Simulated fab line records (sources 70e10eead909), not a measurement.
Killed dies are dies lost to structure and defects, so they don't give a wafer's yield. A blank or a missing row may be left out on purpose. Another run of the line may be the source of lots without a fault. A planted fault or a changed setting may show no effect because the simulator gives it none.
Comparing a struck lot with a sound one || flow nand_harc || 40 out of 1159 route steps
Sound: these wafers, L652.1, L652.4, L652.5. Struck: wafers L671.4, L671.5. (L671.2 of the same lot was not struck and is left out.) The cause comes at the end.
At each step with rows: each side's tool, then ch and its chambers, then its first start. Under that, the readings that differ: sound wafers || struck wafers || difference of the means || sigmas: that difference in standard deviations of wafers without a fault.
alike: words and numbers the same on both sides, and readings whose means are apart by under 2 such deviations; not compared: readings that were withheld, readings missing a value for some wafer, numbers with overlapping values and no deviation given by the record, and bounds like >300 which may hide the same value.
A row with sigmas, a row that says differs or no value, or rows on one side alone: a step with any of these is where the two part. Numbers that don't overlap but have no deviation are shown without sigmas and don't part them. Lack of a reading on every wafer of one side parts them only where that side has two or more wafers.

first, 1 step without rows for these wafers: NHARC_A_CONTACT_ETCH_30 (etches the open film in CF4/CHF3, target depth 60.5 nm, time 30.2 s).
NHARC_A_CONTACT_ETCH_31: etches the open film in O2/COS, target depth 2000 nm, time 520 s.
  sound on rie_diel-03 ch 0,3; struck on rie_diel-06 ch 0,1
  alike: chamber_pressure_mTorr, cos_flow_sccm, drypump_motor_current_A, oes_product_au, rf_vpp_V, showerhead_plenum_p_Torr, throttle_valve_pct
  not compared: rf_hours_counter_h
NHARC_A_CONTACT_ETCH_134: etches the open film in C4F8/O2/Ar, time 140 s, target depth 700 nm.
  sound on har_cap_etch-02 ch 0,1, day 17 01:20; struck on har_cap_etch-01 ch 0, day 21 18:20
{"reading": "chamber_pressure_mTorr (mTorr)", "sound": "20.039 20.013 20.013", "struck": "19.969 19.992", "difference": -0.041, "sigmas": -2}
  alike: oes_air_line_au
  not compared: rf_hours_counter_h
then, 3 steps without rows for these wafers: NHARC_A_CONTACT_ETCH_135 (etches the open film in C4F8/O2/Ar, time 132 s, target depth 1287 nm); NHARC_A_CONTACT_ETCH_136 (etches the open film in C4F8/O2/Ar, time 132 s, target depth 1287 nm); NHARC_A_CONTACT_ETCH_137 (etches the open film in C4F8/O2/Ar, time 132 s, target depth 1287 nm).
NHARC_A_CONTACT_ETCH_138: etches the open film in C4F8/O2/Ar, time 132 s, target depth 1289 nm.
  sound on har_cap_etch-02 ch 0,1, day 17 01:53; struck on har_cap_etch-01 ch 0, day 21 18:53
  alike: chamber_pressure_mTorr, oes_air_line_au
  not compared: rf_hours_counter_h
then, 2 steps without rows for these wafers: NHARC_A_CONTACT_ETCH_139 (etches the open film in C4F8/O2/Ar, time 137 s, target depth 590 nm); NHARC_A_CONTACT_ETCH_92 (etches the open film in CH3F/O2, target depth 40 nm, time 85.7 s).
NHARC_A_CONTACT_ETCH_98: etches the open film in C4F6/O2, target depth 20 nm, time 10 s.
  sound on rie_diel-06 ch 0,3; struck on rie_diel-06 ch 1,3, day 21 19:37
  alike: chamber_pressure_mTorr, drypump_motor_current_A, oes_product_au, rf_vpp_V, showerhead_plenum_p_Torr, throttle_valve_pct
  not compared: rf_hours_counter_h
NHARC_A_CONTACT_CD_MEAS_15:
  sound on cd_sem-03 at day 17 02:37; struck on cd_sem-03 at day 21 19:41
  alike: cd_nm
then, 1 step without rows for these wafers: NHARC_A_CONTACT_STRIP_107 (strips in N2/H2).
NHARC_A_CONTACT_STRIP_108: strips in CF4/CHF3.
  sound on rie_diel-03 ch 0,2,3, day 17 02:49; struck on rie_diel-03 ch 1,2, day 21 19:51
then, 2 steps without rows for these wafers: NHARC_A_CONTACT_STRIP_109 (strips in O2/COS); NHARC_A_CONTACT_ETCH_110 (etches the open film in CF4/O2, target depth 50 nm, overetch 5 nm, time 27.5 s).
NHARC_A_CONTACT_STRIP_26: strips in O2.
  sound on rie_diel-03 ch 0,2; struck on rie_diel-03 ch 2
  alike: chamber_pressure_mTorr, drypump_motor_current_A, oes_product_au, rf_vpp_V, showerhead_plenum_p_Torr, throttle_valve_pct
  not compared: rf_hours_counter_h
then, 15 steps without rows for these wafers: NHARC_A_CONTACT_STRIP_27 (strips in post etch residue remover, time 600 s); NHARC_A_CONTACT_ALD_18 (deposits TiN, target thk 3 nm, pulse time 1 s, ald cycles 150); NHARC_A_CONTACT_CVD_19 (deposits W, target thk 300 nm, time 802 s); NHARC_A_CONTACT_CMP_20 (polishes, t overpolish 30 s, target thk 300 nm); NHARC_A_CONTACT_SRD_22; NHARC_A_BLC_DEHYDRATE_00 (time 120 s); NHARC_A_BLC_HMDS_01 (time 30 s); NHARC_A_BLC_COAT_02 (time 75 s); NHARC_A_BLC_COAT_03 (time 65 s); NHARC_A_BLC_COAT_04 (resist thk 90 nm); NHARC_A_BLC_SOFTBAKE_05 (time 55 s); NHARC_A_BLC_EBR_06; NHARC_A_BLC_EXPOSE_07 (exposes mask A BLC, target cd 100 nm); NHARC_A_BLC_PEB_08 (peb time 65 s); NHARC_A_BLC_DEVELOP_09 (develop time 35 s).
NHARC_A_BLC_CD_MEAS_10 targets a cd of 100 nm.
  sound on cd_sem-03 ch 0, day 17 07:49; struck on cd_sem-02 ch 0, day 22 00:48
  alike: cd_nm
NHARC_A_BLC_OVL_MEAS_11:
  sound on overlay-02 at day 17 07:55; struck on overlay-01 at day 22 00:53
  alike: overlay_x_nm, overlay_y_nm
then, 4 steps without rows for these wafers: NHARC_A_BLC_DESCUM_15 (chemistry O2, time 3 s); NHARC_A_BLC_ETCH_16 (etches the open film in CF4, target depth 39 nm, time 65 s); NHARC_A_BLC_ETCH_17 (etches the open film in N2/H2, target depth 390 nm, time 609.38 s); NHARC_A_BLC_ETCH_18 (etches the open film in C4F8/O2/Ar, target depth 910 nm).
NHARC_A_BLC_CD_MEAS_19:
  sound on cd_sem-01 at day 17 08:59; struck on cd_sem-02 at day 22 01:58
  alike: cd_nm
then, 1 step without rows for these wafers: NHARC_A_BLC_STRIP_29 (strips in CF4).
NHARC_END_SORT_01:
  at this point the record logs the struck wafers (prober-02 ch 0, day 24 00:57) and has no rows for the sound ones

## WHERE THEY PART
At NHARC_A_CONTACT_ETCH_134 first; at NHARC_END_SORT_01 last (within this record only).

WHY: the cause the simulator had injected
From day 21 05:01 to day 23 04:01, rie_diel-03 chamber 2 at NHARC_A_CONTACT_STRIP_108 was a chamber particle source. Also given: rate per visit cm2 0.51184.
